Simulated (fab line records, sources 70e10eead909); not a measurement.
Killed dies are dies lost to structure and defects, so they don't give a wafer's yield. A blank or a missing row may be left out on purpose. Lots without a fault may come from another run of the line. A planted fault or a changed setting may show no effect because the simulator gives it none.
Chamber matching | flow nand_harc | NHARC_A_M0_PRE_CLEAN_31 on pecvd-02: 3 sister chambers
The step time 12 s. 16 wafers are shown with their chamber, then 8 later ones without.

WAFERS WITH THEIR CHAMBER
wafer  | chamber | heater_power_w (W)
L076.1 | 2       | 659
L076.2 | 0       | 584
L076.6 | 1       | 707
L085.1 | 2       | 607
L085.3 | 0       | 558
L085.6 | 1       | 718
L086.1 | 0       | 560
L086.3 | 2       | 591
L086.5 | 0       | 565
L089.1 | 2       | 657
L089.4 | 1       | 714
L089.5 | 0       | 593
L091.1 | 1       | 726
L091.2 | 0       | 648
L091.3 | 2       | 701
L091.4 | 2       | 669

SIGNATURES (means of the wafers above)
reading        | chamber 0 | chamber 1 | chamber 2 | scatter within a chamber
heater_power_w | 584.67    | 716.25    | 647.33    | 33.2
Rule: a wafer's distance from a chamber is the root of the sum, over the readings, of the square of ((its reading less the chamber's mean) divided by the reading's scatter). The wafer belongs to the nearest chamber; if the next one is less than 2 further off, it can't be placed. The scatter: the root of (the sum of the squares of (reading less its chamber's mean) over the shown wafers, divided by (wafers less chambers)).

WAFERS WITHOUT THEIR CHAMBER
wafer  | heater_power_w (W)
L091.5 | 642
L091.6 | 741
L096.1 | 799
L096.3 | 543
L096.5 | 582
L097.1 | 761
L097.3 | 610
L097.6 | 590

WHICH CHAMBER EACH WENT THROUGH
wafer  | from the rows above     | in truth
L091.5 | can't be placed: 2 or 0 | 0
L091.6 | 1                       | 1
L096.1 | 1                       | 1
L096.3 | can't be placed: 0 or 2 | 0
L096.5 | can't be placed: 0 or 2 | 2
L097.1 | 1                       | 1
L097.3 | can't be placed: 0 or 2 | 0
L097.6 | can't be placed: 0 or 2 | 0
Placed correctly: 3 of 8. Can't be placed from these rows: 5 (the true chamber is among the candidates in 5). Placed wrongly: 0.
